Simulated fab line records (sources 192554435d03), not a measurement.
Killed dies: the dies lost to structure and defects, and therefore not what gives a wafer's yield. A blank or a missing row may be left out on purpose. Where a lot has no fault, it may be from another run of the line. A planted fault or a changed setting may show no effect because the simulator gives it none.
fab line records	flow n5_finfet
record: lots: 7	wafers: 21
route steps=1938 shown BEOL_M1@754 BEOL_M2@904 BEOL_M3@981 BEOL_M4@1064 BEOL_M6@1251 BEOL_M7@1263 BEOL_M8@1342
start_h: hours from the record's first day to the start of the lot's first wafer shown	wait_h: hours from the lot's prior step to this one	" same as the row above	L1.1+2: several wafers, shown together as one row	- no value present, or no start provided	* or withheld: withheld	< > ~ a bound
route shown NAME@n: NAME is a module with steps in the file, n the number in the route of the first one	usual: mean and standard deviation over wafers with no fault	same: alike in all rows	chamber/n: place in a boat	sites: readings site by site	_std_site: the values' standard deviation	_edge_site: outer sites' mean less inner sites'	radius_mm: how far each site lies from the wafer's centre	mask NAME#n: copy n	behind: the most recent tool/chamber to have shaped the wafer	hold: why the lot was held/for how many hours/how that ended	device: transistor that didn't switch, given as n, p or np	end of line: the tests these same wafers got at the end of their route	for a step that has no rows: nothing shown but its recipe	killed: not the wafer's yield, but the dies lost to structure and defects at the first sort	map: a wafer's dies, x killed, . not, _ none there
set.NAME: setting as actually run; set.NAME@STEP: the setting as run at that earlier step	model.NAME: the simulator's own value behind a step, which no gauge read
lots whose settings were changed on purpose; a table a step, a row a wafer
== steps ==
step: N5_BEOL_M1_HM_DEP_02
recipe: material: TiN	target_thk_a: 200	temp_c: 25	chamber_pressure_pa: 0.49996
lot.wafer	tool	chamber	start_h	wait_h	set.target_thk_a	model.TiN_of_BEOL_M1_HM_DEP_02.thk_nm
L076.1	pvd_sputter-02	-	137.21	1.6	176.5	17.8
L076.2	"	-	"	"	200	20.4
L076.4	"	-	"	"	200	20.2
L079.1+3	pvd_sputter-01	-	152.92	2.2	179.4	18.2
L079.6	"	-	"	"	200	20.4
L083.3	pvd_sputter-03	-	177.45	1.9	212.1	21.4
L083.5+6	"	-	"	"	200	20
L088.2	pvd_sputter-03	-	205.01	1.2	200	19.8
L088.3	"	-	"	"	221	21.8
L088.4	"	-	"	"	221	22
L091.1+5	pvd_sputter-01	-	225.39	2.3	180.6	18
L091.4	"	-	"	"	200	19.6
L096.3+5	pvd_sputter-03	-	255.94	1.0	200	20.2
L096.6	"	-	"	"	187.8	18.8
L097.2+4+5	pvd_sputter-03	-	262.63	3.0	200	20
step: N5_BEOL_M1_COAT_61
recipe: resist: SOC	temp_c: 250	time_s: 60	spin_rpm: 1500	resist_thk_nm: 60
step: N5_BEOL_M1_COAT_62
recipe: resist: SiARC	temp_c: 220	time_s: 60	spin_rpm: 1500	resist_thk_nm: 12
step: N5_BEOL_M1_STRIP_75
recipe: chemistry: N2/H2	temp_c: 40	n2_flow_sccm: 200	h2_flow_sccm: 200	rf_frequency_hz: 6e+07
step: N5_BEOL_M1_STRIP_66
recipe: chemistry: CF4	resist: SiARC	power_w: 300	bias_power_w: 75	pressure_mtorr: 50	cf4_flow_sccm: 150	rf_frequency_hz: 6e+07
step: N5_BEOL_M1_HM_OPEN_17
recipe: chemistry: Cl2/BCl3	target_depth_a: 200	overetch_a: 60	target: TiN	mask_material: SOC	ion_energy_ev: 150	pressure_mtorr: 10	icp_w: 1000	bias_w: 126	Cl2_flow_sccm: 53.25	bcl3_flow_sccm: 21.75	Ar_flow_sccm: 25
lot.wafer	tool	chamber	start_h	wait_h	set.target_thk_a@BEOL_M1_HM_DEP_02	model.etch.depth_nm
L076.1	rie_metal-02	0	138.15	0.0	176.5	17.7
L076.2	"	1	"	"	200	20.3
L076.4	"	1	"	"	200	20.16
L079.1	rie_metal-03	1	153.71	0.0	179.4	18.28
L079.3	"	0	"	"	179.4	18.13
L079.6	"	1	"	"	200	20.35
L083.3	rie_metal-02	1	179.00	0.1	212.1	21.39
L083.5	"	1	"	"	200	20.05
L083.6	"	0	"	"	200	20.04
L088.2	rie_metal-02	1	206.17	0.0	200	19.82
L088.3	"	0	"	"	221	21.86
L088.4	"	1	"	"	221	22
L091.1	rie_metal-02	0	226.15	0.0	180.6	18.05
L091.4	"	1	"	"	200	19.58
L091.5	"	0	"	"	180.6	17.99
L096.3	rie_metal-01	0	256.86	0.1	200	20.13
L096.5	"	1	"	"	200	20.12
L096.6	"	0	"	"	187.8	18.79
L097.2	rie_metal-01	0	263.67	0.0	200	19.98
L097.4	"	1	"	"	200	19.91
L097.5	"	0	"	"	200	20.06
step: N5_BEOL_M2_SPUTTER_48
recipe: material: Cu	target_thk_a: 45	temp_c: -20	chamber_pressure_pa: 0.07	power_w: withheld	time_s: 8.29
lot.wafer	tool	chamber	start_h	wait_h	set.time_s	model.Cu_of_BEOL_M2_SPUTTER_48.thk_nm
L076.1+2	pvd_sputter-03	-	154.08	0.1	7.132	-
L076.4	"	-	"	"	8.29	4.4
L079.1+3	pvd_sputter-01	-	172.26	0.1	9.038	-
L079.6	"	-	"	"	9.038	5
L083.3+5	pvd_sputter-02	-	200.16	0.3	8.29	4.6
L083.6	"	-	"	"	8.895	-
L088.2+4	pvd_sputter-01	-	219.87	0.1	8.29	4.6
L088.3	"	-	"	"	8.749	4.8
L091.1	pvd_sputter-03	-	253.48	0.3	9.191	5
L091.4	"	-	"	"	9.191	-
L091.5	"	-	"	"	8.29	4.4
L096.3+6	pvd_sputter-03	-	279.88	0.1	9.443	5.2
L096.5	"	-	"	"	8.29	4.4
L097.2+4	pvd_sputter-02	-	289.27	0.1	8.29	4.6
L097.5	"	-	"	"	8.29	4.4
step: N5_BEOL_M3_ETCH_41
recipe: chemistry: CH3F/O2	target: SiCN	target_depth_a: 299	taper_deg: 2	time_s: 52.5	ion_energy_ev: 120	mask_material: TiN	pressure_mtorr: 30	source_w: 395	bias_w: 75	Ar_flow_sccm: 150	CH3F_flow_sccm: 30	O2_flow_sccm: 20
lot.wafer	tool	chamber	start_h	wait_h	set.target_depth_a	model.etch.depth_nm
L076.1	rie_diel-06	2	-	-	284.3	18.43
L076.2	"	0	"	"	299	19.18
L076.4	"	2	"	"	284.3	18.41
L079.1	rie_diel-01	0	-	-	299	19.63
L079.3	"	3	"	"	330.7	22.25
L079.6	"	2	"	"	299	19.83
L083.3	rie_diel-01	0	-	-	299	19.49
L083.5	"	1	"	"	299	19.47
L083.6	"	0	"	"	299	19.52
L088.2	rie_diel-05	3	-	-	299	19.24
L088.3	"	2	"	"	271.1	17.84
L088.4	"	1	"	"	299	19.91
L091.1	rie_diel-06	3	-	-	324.5	22.19
L091.4	"	2	"	"	324.5	21.22
L091.5	"	2	"	"	324.5	21.23
L096.3	rie_diel-01	1	-	-	273.6	18.67
L096.5	"	2	"	"	273.6	18.18
L096.6	"	3	"	"	273.6	18.01
L097.2	rie_diel-06	2	-	-	299	19.56
L097.4	"	1	"	"	299	19.52
L097.5	"	1	"	"	299	19.45
step: N5_BEOL_M4_ETCH_70
recipe: chemistry: N2/H2	target: SOC	target_depth_a: 800	overetch_a: 240	mask_material: SiARC	temp_c: 40	time_s: 130	ion_energy_ev: 200	pressure_mtorr: 30	source_w: 840	bias_w: 150	n2_flow_sccm: 200	h2_flow_sccm: 200
lot.wafer	tool	chamber	start_h	wait_h	set.time_s	model.SiARC_of_BEOL_M4_COAT_68.thk_nm
L076.1	rie_diel-02	0	173.85	0.0	137.8	5.6
L076.2	"	2	"	"	130	6
L076.4	"	0	"	"	130	5.8
L079.1	rie_diel-02	2	197.47	0.0	130	6
L079.3	"	3	"	"	139.2	5.2
L079.6	"	2	"	"	139.2	5.4
L083.3	rie_diel-04	0	225.54	0.0	130	5.6
L083.5	"	2	"	"	141.5	5.2
L083.6	"	1	"	"	130	5.8
L088.2	rie_diel-04	3	239.87	0.0	144.5	5.2
L088.3	"	1	"	"	130	5.8
L088.4	"	0	"	"	144.5	4.8
L091.1	rie_diel-03	1	279.22	0.0	130	5.6
L091.4+5	"	2,0	"	"	130	5.4
L096.3+6	rie_diel-04	1	299.04	0.0	130	5.8
L096.5	"	0	"	"	102.9	7
L097.2	rie_diel-03	3	316.58	0.0	130	6
L097.4	"	1	"	"	130	5.8
L097.5	"	0	"	"	130	5.6
step: N5_BEOL_M4_TRENCH_ETCH_37
recipe: chemistry: C4F6/O2	target_depth_a: 555.55	target: SiOC	time_s: 29.2	ion_energy_ev: 250	pressure_mtorr: 30	source_w: 355	bias_w: 185	Ar_flow_sccm: 300	C4F6_flow_sccm: 10	O2_flow_sccm: 10
usual: rf_vpp_V: 673/12
lot.wafer	tool	chamber	start_h	wait_h	set.source_w	rf_vpp_V
L076.1	rie_diel-02	0	-	-	355	664
L076.2	"	2	"	"	355	658
L076.4	"	0	"	"	373	649
L079.1	rie_diel-02	2	-	-	410.4	610
L079.3	"	3	"	"	355	681
L079.6	"	2	"	"	355	658
L083.3	rie_diel-04	0	-	-	355	676
L083.5	"	2	"	"	355	664
L083.6	"	1	"	"	322.8	716
L088.2	rie_diel-04	3	-	-	355	667
L088.3	"	1	"	"	355	685
L088.4	"	0	"	"	355	675
L091.1	rie_diel-03	1	-	-	355	684
L091.4	"	2	"	"	403.3	654
L091.5	"	0	"	"	355	683
L096.3	rie_diel-04	1	-	-	355	680
L096.5	"	0	"	"	355	674
L096.6	"	1	"	"	403.1	640
L097.2	rie_diel-03	3	-	-	355	659
L097.4	"	1	"	"	355	685
L097.5	"	0	"	"	355	683
step: N5_BEOL_M6_ALD_77
recipe: material: TaN	target_thk_a: 20	temp_c: 275	ald_precursor_family: PDMAT	ald_co_reactant: NH3	pressure_torr: 3	carrier_flow_sccm: 1500	pulse_time_s: 2	purge_time_s: 3	co_reactant_purge_time_s: 2	co_reactant_pulse_time_s: 3	ald_cycles: 40	precursor_vessel_temp_c: 75	precursor_vessel_pressure_torr: 26.25	precursor_vessel_carrier_sccm: 1000
lot.wafer	tool	chamber	start_h	wait_h	set.ald_cycles	model.TaN_of_BEOL_M6_ALD_77.thk_nm
L076.1+4	ald_metal-01	2,0	198.22	0.1	40	2
L076.2	"	3	"	"	42	2
L079.1+3+6	ald_metal-03	2,1,3	221.69	0.3	40	2
L083.3+6	ald_metal-02	3,2	252.29	0.1	34	1.6
L083.5	"	3	"	"	40	2
L088.2	ald_metal-01	2	267.26	0.0	40	2
L088.3	"	0	"	"	46	2.2
L088.4	"	1	"	"	46	2.4
L091.1+4	ald_metal-03	3,0	302.24	0.0	37	1.8
L091.5	"	1	"	"	40	2
L096.3+6	ald_metal-02	1,2	320.69	0.0	40	2
L096.5	"	1	"	"	37	1.8
L097.2+4+5	ald_metal-03	2,1,0	341.60	0.0	40	2
step: N5_BEOL_M7_ILD_DEP_00
recipe: material: SiCOH_lowk	target_thk_a: 1797.5	temp_c: 300	precursor: DEMS/porogen	pressure_torr: 5	rf_w: 500	time_s: 33.4
lot.wafer	tool	chamber	start_h	wait_h	set.time_s	model.SiCOH_lowk_of_BEOL_M7_ILD_DEP_00.thk_nm
L076.1	pecvd-02	1	199.92	0.0	33.4	178.4
L076.2	"	2	"	"	37.09	195.4
L076.4	"	1	"	"	37.09	201.6
L079.1	pecvd-04	0	223.28	0.0	30.42	163.4
L079.3	"	1	"	"	33.4	177.8
L079.6	"	2	"	"	33.4	178.8
L083.3	pecvd-03	1	254.14	0.0	33.4	177.8
L083.5	"	2	"	"	28.49	153.8
L083.6	"	1	"	"	33.4	179.4
L088.2	pecvd-03	1	268.86	0.0	33.4	181.6
L088.3	"	0	"	"	33.4	183.2
L088.4	"	1	"	"	33.4	181.2
L091.1	pecvd-03	0	305.37	0.0	33.4	176.4
L091.4	"	0	"	"	33.4	180
L091.5	"	2	"	"	33.4	179.8
L096.3	pecvd-02	0	323.41	0.0	33.4	177.4
L096.5	"	1	"	"	37.58	204
L096.6	"	2	"	"	37.58	203.2
L097.2	pecvd-02	2	343.39	0.0	33.4	179
L097.4	"	2	"	"	33.4	182.6
L097.5	"	1	"	"	33.4	182.2
step: N5_BEOL_M7_CURE_74
recipe: temp_c: 385	time_s: 240	ambient: He/Ar	material: SiCOH_lowk
lot.wafer	tool	chamber	start_h	wait_h	set.time_s@BEOL_M7_ILD_DEP_00	model.SiCOH_lowk_of_BEOL_M7_ILD_DEP_00.thk_nm
L076.1	uv_cure-03	1	200.01	0.1	33.4	153.8
L076.2	"	1	"	"	37.09	168.8
L076.4	"	1	"	"	37.09	174.2
L079.1	uv_cure-01	0	223.34	0.0	30.42	140.8
L079.3	"	0	"	"	33.4	153.4
L079.6	"	0	"	"	33.4	154.2
L083.3	uv_cure-01	1	254.36	0.2	33.4	153.4
L083.5	"	1	"	"	28.49	132.4
L083.6	"	1	"	"	33.4	154.6
L088.2	uv_cure-03	1	269.02	0.1	33.4	156.6
L088.3	"	1	"	"	33.4	158
L088.4	"	1	"	"	33.4	156.2
L091.1	uv_cure-03	0	305.44	0.0	33.4	152.2
L091.4	"	0	"	"	33.4	155.2
L091.5	"	0	"	"	33.4	155
L096.3	uv_cure-03	0	323.63	0.2	33.4	153
L096.5	"	0	"	"	37.58	176.2
L096.6	"	0	"	"	37.58	175.4
L097.2	uv_cure-03	2	343.53	0.1	33.4	154.4
L097.4	"	2	"	"	33.4	157.4
L097.5	"	2	"	"	33.4	157.2
step: N5_BEOL_M7_THK_MEAS_01
recipe: reads: SiCOH_lowk_of_BEOL_M7_ILD_DEP_00
usual: M7_ILD_THK: 155.4/1.9
lot.wafer	tool	chamber	start_h	wait_h	set.time_s@BEOL_M7_ILD_DEP_00	M7_ILD_THK[nm]
L076.1	film_metro-02	-	200.52	0.4	33.4	153.7
L076.2	"	-	"	"	37.09	168.7
L076.4	"	-	"	"	37.09	174.2
L079.1	film_metro-01	-	223.85	0.4	30.42	140.8
L079.3	"	-	"	"	33.4	153.3
L079.6	"	-	"	"	33.4	154.2
L083.3	film_metro-01	-	254.72	0.3	33.4	153.4
L083.5	"	-	"	"	28.49	132.3
L083.6	"	-	"	"	33.4	154.8
L088.2	film_metro-02	-	269.46	0.4	33.4	156.6
L088.3	"	-	"	"	33.4	158.2
L088.4	"	-	"	"	33.4	156.4
L091.1	film_metro-02	-	306.43	0.8	33.4	152.3
L091.4	"	-	"	"	33.4	155.2
L091.5	"	-	"	"	33.4	155.1
L096.3	film_metro-02	-	323.99	0.3	33.4	152.9
L096.5	"	-	"	"	37.58	176.2
L096.6	"	-	"	"	37.58	175.4
L097.2	film_metro-02	-	343.96	0.4	33.4	154.4
L097.4	"	-	"	"	33.4	157.5
L097.5	"	-	"	"	33.4	157.2
step: N5_BEOL_M7_PECVD_70
recipe: material: SiO2	target_thk_a: 200	temp_c: 400	precursor: TEOS/O2	pressure_torr: 5.5	rf_w: 450	teos_flow_sccm: 53.8	gas: O2	flow_sccm: 3000	time_s: 22.7
lot.wafer	tool	chamber	start_h	wait_h	set.temp_c	model.SiO2_of_BEOL_M7_PECVD_70.thk_nm
L076.1	pecvd-03	0	200.56	0.0	400	19.6
L076.2	"	2	"	"	411.2	18.2
L076.4	"	1	"	"	411.2	18.6
L079.1	pecvd-02	2	223.89	0.0	389.7	21.2
L079.3	"	0	"	"	400	20
L079.6	"	2	"	"	389.7	21.4
L083.3	pecvd-02	0	254.75	0.0	400	20.2
L083.5	"	2	"	"	405.7	19.4
L083.6	"	0	"	"	405.7	19.6
L088.2	pecvd-02	1	269.49	0.0	400	20
L088.3	"	2	"	"	415.2	17.4
L088.4	"	2	"	"	400	19.4
L091.1	pecvd-04	1	306.47	0.0	385.5	21.6
L091.4	"	2	"	"	385.5	22
L091.5	"	1	"	"	385.5	22.2
L096.3	pecvd-03	0	324.02	0.0	400	19
L096.5	"	0	"	"	400	19.6
L096.6	"	1	"	"	392.6	21
L097.2	pecvd-04	0	344.00	0.0	400	19.6
L097.4	"	2	"	"	400	20
L097.5	"	0	"	"	400	20.2
step: N5_BEOL_M7_HM_DEP_02
recipe: material: TiN	target_thk_a: 200	temp_c: 25	chamber_pressure_pa: 0.49996
step: N5_BEOL_M7_COAT_59
recipe: resist: SOC	temp_c: 250	time_s: 60	spin_rpm: 1500	resist_thk_nm: 100
step: N5_BEOL_M7_STRIP_80
recipe: chemistry: N2/H2	time_s: 10	power_w: 450	temp_c: 40	pressure_mtorr: 20	rf_frequency_hz: 6e+07	bias_power_w: 7	n2_flow_sccm: 200	h2_flow_sccm: 200
step: N5_BEOL_M7_HM_STRIP_39
recipe: chemistry: peroxide_tin_strip	material: TiN	target_depth_a: 250	temp_c: 50	time_s: 158
lot.wafer	tool	chamber	start_h	wait_h	set.temp_c@BEOL_M7_PECVD_70	model.SiO2_of_BEOL_M7_PECVD_70.thk_nm
L076.1	wet_bench-04	2	205.09	0.0	400	19.4
L076.2	"	1	"	"	411.2	18
L076.4	"	7	"	"	411.2	18.6
L079.1	wet_bench-04	6	228.37	0.0	389.7	21
L079.3	"	7	"	"	400	19.8
L079.6	"	4	"	"	389.7	21.2
L083.3	wet_bench-05	3	257.79	0.0	400	20
L083.5	"	0	"	"	405.7	19.2
L083.6	"	1	"	"	405.7	19.4
L088.2	wet_bench-05	2	273.39	0.0	400	19.8
L088.3	"	5	"	"	415.2	17.2
L088.4	"	6	"	"	400	19.2
L091.1	wet_bench-05	3	310.26	0.0	385.5	21.6
L091.4	"	5	"	"	385.5	21.8
L091.5	"	1	"	"	385.5	22
L096.3	wet_bench-06	6	328.61	0.0	400	18.8
L096.5	"	2	"	"	400	19.4
L096.6	"	0	"	"	392.6	20.8
L097.2	wet_bench-05	6	348.47	0.0	400	19.4
L097.4	"	5	"	"	400	19.8
L097.5	"	7	"	"	400	20
step: N5_BEOL_M8_EXPOSE_08
recipe: mask_id: M8	na: 1.35	source_shape: dipole	sigma_inner: 0.817	sigma_outer: 0.97	polarization: te	dose_mj: 68.25
lot.wafer	tool	chamber	start_h	wait_h	mask	set.dose_mj
L076.1+2+4	arfi_scanner-01	0	210.38	-	M8#0	68.25
L079.1	arfi_scanner-03	0	233.25	-	M8#0	68.25
L079.3+6	"	0	"	"	M8#0	72.11
L083.3+5+6	arfi_scanner-02	0	264.18	-	M8#0	68.25
L088.2	arfi_scanner-03	0	278.59	-	M8#0	64.38
L088.3+4	"	0	"	"	M8#0	68.25
L091.1+5	arfi_scanner-01	0	314.60	-	M8#0	65.67
L091.4	"	0	"	"	M8#0	68.25
L096.3+5	arfi_scanner-02	0	333.47	-	M8#0	71.29
L096.6	"	0	"	"	M8#0	68.25
L097.2+4+5	arfi_scanner-03	0	356.39	-	M8#0	68.25
step: N5_BEOL_M8_PEB_09
recipe: peb_temp_c: withheld	peb_time_s: 60	resist: CAR-ArF
step: N5_BEOL_M8_DEVELOP_10
recipe: develop_time_s: 30	developer: TMAH	resist: CAR-ArF	rinse_liquid: diw	dry: air_spin	dev_temp_c: 23
step: N5_BEOL_M8_CD_MEAS_11
recipe: target_cd_nm: 38.5	landing_energy_ev: 500	detector: se_inlens	polarity: opening
usual: cd_nm: 38.8/0.54
lot.wafer	tool	chamber	start_h	wait_h	set.dose_mj@BEOL_M8_EXPOSE_08	cd_nm
L076.1	cd_sem-03	0	210.51	-	68.25	38.2
L076.2	"	0	"	"	68.25	39.0
L076.4	"	0	"	"	68.25	38.4
L079.1	cd_sem-03	0	233.38	-	68.25	38.1
L079.3	"	0	"	"	72.11	41.1
L079.6	"	0	"	"	72.11	41.8
L083.3	cd_sem-02	0	264.30	-	68.25	39.5
L083.5	"	0	"	"	68.25	38.0
L083.6	"	0	"	"	68.25	39.0
L088.2	cd_sem-01	0	278.71	-	64.38	36.3
L088.3	"	0	"	"	68.25	39.2
L088.4	"	0	"	"	68.25	39.5
L091.1	cd_sem-03	0	314.73	-	65.67	36.1
L091.4	"	0	"	"	68.25	38.5
L091.5	"	0	"	"	65.67	37.1
L096.3	cd_sem-02	0	333.59	-	71.29	41.4
L096.5	"	0	"	"	71.29	40.9
L096.6	"	0	"	"	68.25	39.1
L097.2	cd_sem-03	0	356.51	-	68.25	39.5
L097.4	"	0	"	"	68.25	38.9
L097.5	"	0	"	"	68.25	38.8
step: N5_BEOL_M8_DESCUM_16
recipe: chemistry: O2	time_s: 7.9	source_power_w: 50	bias_power_w: 20	pressure_mtorr: 20	rf_frequency_hz: 2.712e+07	temp_c: 40	resist: CAR-ArF	o2_flow_sccm: 225
step: N5_BEOL_M8_ETCH_61
recipe: chemistry: CF4	target: SiARC	target_depth_a: 455	mask_material: CAR-ArF	time_s: 75.8	ion_energy_ev: 80	pressure_mtorr: 40	source_w: 545	bias_w: 36	Ar_flow_sccm: 100	cf4_flow_sccm: 100	ends: cleared
lot.wafer	tool	chamber	start_h	wait_h	set.dose_mj@BEOL_M8_EXPOSE_08	model.BEOL_M8.cd_offset_nm
L076.1	rie_diel-02	2	210.66	0.0	68.25	0
L076.2	"	3	"	"	68.25	0.4
L076.4	"	1	"	"	68.25	0.2
L079.1	rie_diel-03	2	233.50	0.0	68.25	0
L079.3	"	0	"	"	72.11	2.8
L079.6	"	1	"	"	72.11	3.2
L083.3	rie_diel-02	0	264.42	0.0	68.25	0.8
L083.5	"	0	"	"	68.25	-1
L083.6	"	3	"	"	68.25	0.2
L088.2	rie_diel-02	2	279.50	0.0	64.38	-2.6
L088.3+4	"	1,2	"	"	68.25	0.8
L091.1	rie_diel-03	0	314.85	0.0	65.67	-2.6
L091.4	"	3	"	"	68.25	0
L091.5	"	0	"	"	65.67	-1.4
L096.3	rie_diel-03	1	333.71	0.0	71.29	3
L096.5	"	2	"	"	71.29	2.4
L096.6	"	3	"	"	68.25	1.2
L097.2+4	rie_diel-04	3,0	356.63	0.0	68.25	0.4
L097.5	"	2	"	"	68.25	0.2
== key ==
split: step: N5_BEOL_M1_HM_DEP_02	setting: target_thk_a	stated: 200	by: wafer
response: step: N5_BEOL_M1_HM_DEP_02	reading: model.TiN_of_BEOL_M1_HM_DEP_02.thk_nm	change: +0.204	per: 1%	r: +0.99
response: step: N5_BEOL_M1_HM_OPEN_17	reading: model.etch.depth_nm	change: +0.202	per: 1%	r: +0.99
split: step: N5_BEOL_M2_SPUTTER_48	setting: time_s	stated: 8.29	by: wafer
response: step: N5_BEOL_M2_SPUTTER_48	reading: model.Cu_of_BEOL_M2_SPUTTER_48.thk_nm	change: +0.0548	per: 1%	r: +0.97
split: step: N5_BEOL_M3_ETCH_41	setting: target_depth_a	stated: 299	by: wafer
response: step: N5_BEOL_M3_ETCH_41	reading: model.etch.depth_nm	change: +0.209	per: 1%	r: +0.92
split: step: N5_BEOL_M4_ETCH_70	setting: time_s	stated: 130	by: wafer
response: step: N5_BEOL_M4_ETCH_70	reading: model.SiARC_of_BEOL_M4_COAT_68.thk_nm	change: -0.0624	per: 1%	r: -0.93
split: step: N5_BEOL_M4_TRENCH_ETCH_37	setting: source_w	stated: 355	by: wafer
response: step: N5_BEOL_M4_TRENCH_ETCH_37	reading: rf_vpp_V	change: -3.23	per: 1%	r: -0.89
split: step: N5_BEOL_M6_ALD_77	setting: ald_cycles	stated: 40	by: wafer
response: step: N5_BEOL_M6_ALD_77	reading: model.TaN_of_BEOL_M6_ALD_77.thk_nm	change: +0.023	per: 1%	r: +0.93
split: step: N5_BEOL_M7_ILD_DEP_00	setting: time_s	stated: 33.4	by: wafer
response: step: N5_BEOL_M7_ILD_DEP_00	reading: model.SiCOH_lowk_of_BEOL_M7_ILD_DEP_00.thk_nm	change: +1.82	per: 1%	r: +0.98
response: step: N5_BEOL_M7_CURE_74	reading: model.SiCOH_lowk_of_BEOL_M7_ILD_DEP_00.thk_nm	change: +1.59	per: 1%	r: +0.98
response: step: N5_BEOL_M7_THK_MEAS_01	reading: M7_ILD_THK	change: +1.6	per: 1%	r: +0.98
split: step: N5_BEOL_M7_PECVD_70	setting: temp_c	stated: 400	by: wafer
response: step: N5_BEOL_M7_PECVD_70	reading: model.SiO2_of_BEOL_M7_PECVD_70.thk_nm	change: -0.57	per: 1%	r: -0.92
response: step: N5_BEOL_M7_HM_STRIP_39	reading: model.SiO2_of_BEOL_M7_PECVD_70.thk_nm	change: -0.562	per: 1%	r: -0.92
split: step: N5_BEOL_M8_EXPOSE_08	setting: dose_mj	stated: 68.25	by: wafer
response: step: N5_BEOL_M8_CD_MEAS_11	reading: cd_nm	change: +0.53	per: 1%	r: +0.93
response: step: N5_BEOL_M8_ETCH_61	reading: model.BEOL_M8.cd_offset_nm	change: +0.514	per: 1%	r: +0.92
